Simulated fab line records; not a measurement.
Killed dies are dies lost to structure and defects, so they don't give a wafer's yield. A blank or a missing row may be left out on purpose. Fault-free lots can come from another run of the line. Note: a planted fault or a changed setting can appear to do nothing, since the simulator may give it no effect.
Chamber matching + flow nand_harc + NHARC_A_STAIRCASE_TRIM_187 on rie_diel-10 has 4 sister chambers
The step chemistry O2, time 211.2 s. 14 wafers are shown with their chamber, then 7 later ones without.

WAFERS WITH THEIR CHAMBER
| wafer  | chamber | drypump_motor_current_A (A) | oes_product_au (a.u.) | throttle_valve_pct (%) |
|--------|---------|-----------------------------|-----------------------|------------------------|
| L077.2 | 0       | 6.3                         | 1.003                 | 17.039                 |
| L077.4 | 2       | 5.5                         | 1.016                 | 17.043                 |
| L077.6 | 3       | 6.1                         | 0.998                 | 17.039                 |
| L080.3 | 0       | 6.3                         | 1.013                 | 17.025                 |
| L080.4 | 2       | 5.5                         | 1.015                 | 17.046                 |
| L080.6 | 3       | 6.2                         | 1.007                 | 17.035                 |
| L083.2 | 0       | 6.3                         | 1.014                 | 17.022                 |
| L083.3 | 3       | 6.2                         | 1.003                 | 17.039                 |
| L083.4 | 2       | 5.5                         | 1.015                 | 17.038                 |
| L087.3 | 3       | 6.2                         | 1.004                 | 17.047                 |
| L087.4 | 2       | 5.5                         | 1.015                 | 17.047                 |
| L087.6 | 0       | 6.3                         | 1.016                 | 17.042                 |
| L090.4 | 1       | 6.1                         | 1.007                 | 17.032                 |
| L090.5 | 0       | 6.3                         | 1.028                 | 17.039                 |

SIGNATURES (averages over the wafers above)
| reading                 | chamber 0 | chamber 1 | chamber 2 | chamber 3 | scatter within a chamber |
|-------------------------|-----------|-----------|-----------|-----------|--------------------------|
| drypump_motor_current_A | 6.300     | 6.100     | 5.500     | 6.175     | 0.0274                   |
| oes_product_au          | 1.01480   | 1.00700   | 1.01525   | 1.00300   | 0.00601                  |
| throttle_valve_pct      | 17.03340  | 17.03200  | 17.04350  | 17.04000  | 0.0068                   |
Rule: for each reading, subtract the chamber's mean from the wafer's reading, divide by that reading's scatter and square the result; add these up over the readings and take the root, which gives the wafer's distance from the chamber. The wafer belongs to the nearest chamber; if the next one is less than 2 further off, it can't be placed. How the scatter is found: for the shown wafers, subtract from each reading the mean of its chamber, square and add these, divide the total by (wafers less chambers), then take the root.

WAFERS WITH NO CHAMBER GIVEN
| wafer  | drypump_motor_current_A (A) | oes_product_au (a.u.) | throttle_valve_pct (%) |
|--------|-----------------------------|-----------------------|------------------------|
| L090.6 | 6.1                         | 1.003                 | 17.042                 |
| L092.3 | 6.2                         | 1.016                 | 17.045                 |
| L092.4 | 6.3                         | 1.010                 | 17.033                 |
| L092.5 | 6.2                         | 1.021                 | 17.029                 |
| L094.1 | 6.3                         | 0.996                 | 17.032                 |
| L094.3 | 6.1                         | 0.990                 | 17.020                 |
| L094.6 | 6.2                         | 1.000                 | 17.038                 |

CHAMBER TAKEN BY EACH
| wafer  | from the rows above          | in truth |
|--------|------------------------------|----------|
| L090.6 | can't be placed: 1 or 3      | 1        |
| L092.3 | can't be placed: 3 or 0 or 1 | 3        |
| L092.4 | 0                            | 0        |
| L092.5 | can't be placed: 3 or 0 or 1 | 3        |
| L094.1 | can't be placed: 0 or 3      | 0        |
| L094.3 | can't be placed: 1 or 3      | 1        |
| L094.6 | 3                            | 3        |
Correctly placed: 2 of 7. From these rows, 5 cannot be placed; in 5 the true chamber is one of the candidates. Number placed wrongly: 0.
